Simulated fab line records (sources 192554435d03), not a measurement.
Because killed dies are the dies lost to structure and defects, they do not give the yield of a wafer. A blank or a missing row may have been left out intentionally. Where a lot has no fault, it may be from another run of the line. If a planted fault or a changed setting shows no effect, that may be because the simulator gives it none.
Chamber matching -- flow n5 finfet -- N5_BEOL_M11_ILD_DEP_00 on pecvd-04: 3 sister chambers
The step deposits SiCOH lowk from DEMS/porogen, target thk 308.51 nm, time 58 s. 6 wafers are shown with their chamber, then 8 later ones without.

WAFERS PAIRED WITH THEIR CHAMBERS
wafer,chamber,throttle valve pct (%),heater power w (W)
L075.1,2,12.9,327
L081.2,2,13.1,267
L088.3,1,15.8,314
L088.5,0,13.3,391
L088.6,1,15.6,325
L089.2,0,13.4,367

WAFERS WITHOUT THEIR CHAMBER
wafer,throttle valve pct (%),heater power w (W)
L089.4,15.6,280
L089.6,15.5,284
L093.1,13.0,294
L093.5,13.7,389
L093.6,13.2,300
L094.2,13.7,329
L094.3,13.0,278
L094.4,13.4,349

WHICH CHAMBER EACH WENT THROUGH
wafer,from the rows above,in truth
L089.4,1,1
L089.6,1,1
L093.1,2,2
L093.5,0,0
L093.6,can't be placed: 2 or 0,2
L094.2,0,0
L094.3,2,2
L094.4,0,0
Correct placement for 7 of the 8. Cannot be placed on the basis of these rows: 1; the candidates contain the true chamber in 1. 0 placed wrongly.
How it was worked out, from the rows above alone: a wafer's distance from a chamber is the root of the sum, over the readings, of the square of ((its reading less the chamber's mean) divided by the reading's scatter). If the next closest chamber is less than 2 further off than the closest, the wafer can't be placed; otherwise it belongs to the closest. Each chamber's mean is taken over the wafers shown for it. How the scatter is found: for the shown wafers, subtract from each reading the mean of its chamber, square and add these, divide the total by (wafers less chambers), then take the root.
